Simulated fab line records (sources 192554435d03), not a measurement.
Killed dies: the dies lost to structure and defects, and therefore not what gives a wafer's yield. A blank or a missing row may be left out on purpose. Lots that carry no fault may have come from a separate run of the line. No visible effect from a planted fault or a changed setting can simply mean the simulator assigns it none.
Struck lot and sound lot, side by side ; flow n5_finfet ; 16 out of 1938 route steps
Sound: wafers L101.1, L101.5, L101.6. Struck: wafer L108.1 (left out: L108.4, L108.6 of the same lot, which were not struck); the cause appears at the end.
Each step with rows lists, per side, the tool, then ch with its chambers, then its first start. Under that, the readings that differ: sound wafers ; struck wafers ; difference of the means ; sigmas: that difference in standard deviations of wafers without a fault.
alike: readings with means less than 2 such deviations apart, plus words and numbers identical on both sides. not compared: withheld readings, readings lacking a value on some wafer, bounds such as >300 that could conceal the same value, and numbers that have no deviation in the record and whose values overlap.
Wherever a step has rows on one side only, a row that says differs or no value, or a row with sigmas, the two part there. Non-overlapping numbers with no deviation appear without sigmas and do not part them. A reading missing from all wafers of one side parts the sides only when that side holds two or more wafers.

N5_BEOL_M1_ETCH_41: etches SiCN in CH3F/O2, target depth 31.9 nm, time 57.8 s.
  sound on rie_diel-06 ch 1,2,3; struck on rie_diel-02 ch 2
  alike: drypump_motor_current_A, oes_product_au, rf_fwd_power_W, rf_vpp_V, showerhead_plenum_p_Torr, throttle_valve_pct
  not compared: rf_hours_counter_h
N5_BEOL_M1_STRIP_97: strips in N2/H2, time 10 s.
  sound on rie_diel-06 ch 1,2,3; struck on rie_diel-02 ch 2
reading;sound;struck;difference;sigmas
rf_vpp_V (V);59.9 59.6 60.3;57.9;-2.0;-2
  alike: drypump_motor_current_A, oes_product_au, showerhead_plenum_p_Torr, throttle_valve_pct
  not compared: rf_hours_counter_h
N5_BEOL_M1_OCD_MEAS_38:
  sound on ocd-02 at day 10 04:49; struck on ocd-02 at day 11 10:34
  alike: trench_depth_nm
then, 4 steps without rows for these wafers: N5_BEOL_M1_HM_STRIP_39 (strips TiN in peroxide tin strip, target depth 25 nm, time 158 s); N5_BEOL_M1_SRD_40 (time 30 s); N5_BEOL_M1_PRECLEAN_42 (cleans in residue remover, time 60 s); N5_BEOL_M1_SRD_43 (time 30 s).
N5_BEOL_M1_CD_MEAS_35: target cd 18 nm, target cd y 21 nm.
  sound on cd_sem-03 at day 10 04:58; struck on cd_sem-01 at day 11 10:44
  alike: cd_nm
then, 1 step without rows for these wafers: N5_BEOL_M1_DEGAS_44 (time 60 s).
N5_BEOL_M1_PRE_CLEAN_45: time 30 s.
  sound on pvd_sputter-03 at day 10 05:14; struck on pvd_sputter-01 at day 11 10:49
  alike: heater_power_w
then, 1 step without rows for these wafers: N5_BEOL_M1_ALD_84 (deposits TaN, pulse time 2 s, purge time 3 s, co reactant purge time 2 s).
N5_BEOL_M1_SURFACE_TREAT_85:
  sound on pvd_sputter-02 at day 10 05:37; struck on pvd_sputter-01 at day 11 11:11
  alike: ar_flow_sccm
  not compared: throttle_valve_pct
N5_BEOL_M1_CVD_47: deposits Co from CCTBA/H2, target thk 3 nm, time 223.8 s.
  sound on cvd_co-02 ch 0,1, day 10 05:55; struck on cvd_co-02 ch 1, day 11 11:28
reading;sound;struck;difference;sigmas
run_length_s (s);247.3 247.2 246.8;100.5;-146.6;-99 or more
N5_BEOL_M1_SPUTTER_48: material Cu, target thk 4.5 nm, time 8.29 s.
  sound on pvd_sputter-01 at day 10 07:07; struck on pvd_sputter-01 at day 11 13:12
reading;sound;struck;difference;sigmas
throttle_valve_pct (%);31.1 29.5 29.4;31.5;+1.5;+2
  alike: chuck_sensor_temp_C
-- here the record skips 4 days between the struck wafers' starts before and after, leaving off in module BEOL_M1 and picking up in module BEOL_M4 (first step shown: number 1111 of the route) --
N5_BEOL_M4_RC_MEAS_101:
  sound on prober-02 ch 0, day 14 05:25; struck on prober-02 ch 0, day 15 19:31
  alike: DIBL_N, DIBL_P, IOFF_N, IOFF_P, ION_N, ION_P, SS_N, SS_P, VT_N, VT_P
after that, 1 step had no rows for these wafers: N5_PASSIVATION_PROBE_49.

WHERE THEY PART
First at N5_BEOL_M1_STRIP_97; last, within this record, at N5_BEOL_M1_SPUTTER_48. Later steps at which nothing parts them and some readings are alike: N5_BEOL_M4_RC_MEAS_101.

WHY: the cause the simulator had injected
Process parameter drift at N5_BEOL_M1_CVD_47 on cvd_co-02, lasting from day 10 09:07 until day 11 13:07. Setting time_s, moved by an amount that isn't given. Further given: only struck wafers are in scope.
